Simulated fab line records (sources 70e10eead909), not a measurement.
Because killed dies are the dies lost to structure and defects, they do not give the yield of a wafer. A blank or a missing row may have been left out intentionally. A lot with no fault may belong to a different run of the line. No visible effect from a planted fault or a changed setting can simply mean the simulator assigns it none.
Chamber matching :: flow nand harc :: rie diel-07 running NHARC_A_STAIRCASE_TRIM_20: 4 sister chambers
The step chemistry O2, time 211.2 s. 22 wafers are shown with their chamber, then 11 later ones without.

## WAFERS WITH THEIR CHAMBER
wafer: L075.3
chamber: 3
showerhead plenum p Torr (Torr): 3.50
drypump motor current A (A): 5.3
oes product au (a.u.): 0.979

wafer: L075.4
chamber: 2
showerhead plenum p Torr (Torr): 3.56
drypump motor current A (A): 6.0
oes product au (a.u.): 1.000

wafer: L075.6
chamber: 1
showerhead plenum p Torr (Torr): 3.51
drypump motor current A (A): 5.7
oes product au (a.u.): 1.001

wafer: L078.1
chamber: 1
showerhead plenum p Torr (Torr): 3.51
drypump motor current A (A): 5.6
oes product au (a.u.): 1.014

wafer: L078.2
chamber: 3
showerhead plenum p Torr (Torr): 3.50
drypump motor current A (A): 5.3
oes product au (a.u.): 0.985

wafer: L078.4
chamber: 2
showerhead plenum p Torr (Torr): 3.56
drypump motor current A (A): 6.0
oes product au (a.u.): 0.999

wafer: L081.1
chamber: 0
showerhead plenum p Torr (Torr): 3.77
drypump motor current A (A): 5.8
oes product au (a.u.): 1.007

wafer: L081.2
chamber: 1
showerhead plenum p Torr (Torr): 3.51
drypump motor current A (A): 5.7
oes product au (a.u.): 1.006

wafer: L081.6
chamber: 3
showerhead plenum p Torr (Torr): 3.50
drypump motor current A (A): 5.3
oes product au (a.u.): 0.991

wafer: L083.1
chamber: 2
showerhead plenum p Torr (Torr): 3.55
drypump motor current A (A): 5.9
oes product au (a.u.): 1.009

wafer: L083.3
chamber: 0
showerhead plenum p Torr (Torr): 3.76
drypump motor current A (A): 5.8
oes product au (a.u.): 1.005

wafer: L083.6
chamber: 1
showerhead plenum p Torr (Torr): 3.50
drypump motor current A (A): 5.6
oes product au (a.u.): 1.006

wafer: L086.1
chamber: 2
showerhead plenum p Torr (Torr): 3.55
drypump motor current A (A): 6.0
oes product au (a.u.): 1.011

wafer: L086.5
chamber: 1
showerhead plenum p Torr (Torr): 3.50
drypump motor current A (A): 5.6
oes product au (a.u.): 1.017

wafer: L086.6
chamber: 2
showerhead plenum p Torr (Torr): 3.55
drypump motor current A (A): 6.0
oes product au (a.u.): 1.008

wafer: L088.2
chamber: 1
showerhead plenum p Torr (Torr): 3.50
drypump motor current A (A): 5.7
oes product au (a.u.): 1.015

wafer: L088.3
chamber: 0
showerhead plenum p Torr (Torr): 3.76
drypump motor current A (A): 5.8
oes product au (a.u.): 1.001

wafer: L088.6
chamber: 0
showerhead plenum p Torr (Torr): 3.76
drypump motor current A (A): 5.8
oes product au (a.u.): 1.000

wafer: L085.1
chamber: 2
showerhead plenum p Torr (Torr): 3.55
drypump motor current A (A): 5.9
oes product au (a.u.): 1.001

wafer: L085.4
chamber: 3
showerhead plenum p Torr (Torr): 3.49
drypump motor current A (A): 5.3
oes product au (a.u.): 0.993

wafer: L085.6
chamber: 1
showerhead plenum p Torr (Torr): 3.50
drypump motor current A (A): 5.7
oes product au (a.u.): 1.009

wafer: L087.1
chamber: 3
showerhead plenum p Torr (Torr): 3.49
drypump motor current A (A): 5.3
oes product au (a.u.): 0.993

SIGNATURES, as means of the wafers listed above
reading: showerhead plenum p Torr
chamber 0: 3.7625
chamber 1: 3.5043
chamber 2: 3.5533
chamber 3: 3.4960
scatter within a chamber: 0.00527

reading: drypump motor current A
chamber 0: 5.800
chamber 1: 5.657
chamber 2: 5.967
chamber 3: 5.300
scatter within a chamber: 0.0411

reading: oes product au
chamber 0: 1.00325
chamber 1: 1.00971
chamber 2: 1.00467
chamber 3: 0.98820
scatter within a chamber: 0.00539
Rule: for each reading, subtract the chamber's mean from the wafer's reading, divide by that reading's scatter and square the result; add these up over the readings and take the root, which gives the wafer's distance from the chamber. If the next closest chamber is less than 2 further off than the closest, the wafer can't be placed; otherwise it belongs to the closest. The scatter is the square root of a quotient: the sum, over the shown wafers, of each reading's squared deviation from its chamber's mean, divided by wafers minus chambers.

## WAFERS WITHOUT THEIR CHAMBER
wafer: L087.3
showerhead plenum p Torr (Torr): 3.49
drypump motor current A (A): 5.6
oes product au (a.u.): 1.005

wafer: L087.4
showerhead plenum p Torr (Torr): 3.49
drypump motor current A (A): 5.2
oes product au (a.u.): 0.997

wafer: L089.1
showerhead plenum p Torr (Torr): 3.49
drypump motor current A (A): 5.3
oes product au (a.u.): 1.008

wafer: L089.5
showerhead plenum p Torr (Torr): 3.55
drypump motor current A (A): 5.9
oes product au (a.u.): 1.004

wafer: L089.6
showerhead plenum p Torr (Torr): 3.49
drypump motor current A (A): 5.7
oes product au (a.u.): 1.015

wafer: L096.3
showerhead plenum p Torr (Torr): 3.54
drypump motor current A (A): 5.9
oes product au (a.u.): 1.005

wafer: L096.4
showerhead plenum p Torr (Torr): 3.48
drypump motor current A (A): 5.6
oes product au (a.u.): 0.998

wafer: L096.6
showerhead plenum p Torr (Torr): 3.54
drypump motor current A (A): 6.0
oes product au (a.u.): 0.999

wafer: L097.1
showerhead plenum p Torr (Torr): 3.47
drypump motor current A (A): 5.3
oes product au (a.u.): 1.000

wafer: L097.2
showerhead plenum p Torr (Torr): 3.53
drypump motor current A (A): 6.0
oes product au (a.u.): 1.010

wafer: L097.4
showerhead plenum p Torr (Torr): 3.74
drypump motor current A (A): 5.8
oes product au (a.u.): 1.008

## WHICH CHAMBER EACH WENT THROUGH
wafer: L087.3
from the rows above: 1
in truth: 1

wafer: L087.4
from the rows above: 3
in truth: 3

wafer: L089.1
from the rows above: 3
in truth: 3

wafer: L089.5
from the rows above: 2
in truth: 2

wafer: L089.6
from the rows above: 1
in truth: 1

wafer: L096.3
from the rows above: 2
in truth: 2

wafer: L096.4
from the rows above: 1
in truth: 1

wafer: L096.6
from the rows above: 2
in truth: 2

wafer: L097.1
from the rows above: 3
in truth: 3

wafer: L097.2
from the rows above: 2
in truth: 2

wafer: L097.4
from the rows above: 0
in truth: 0
11 of 11 placed correctly. Not placeable from these rows: 0. 0 placed wrongly.
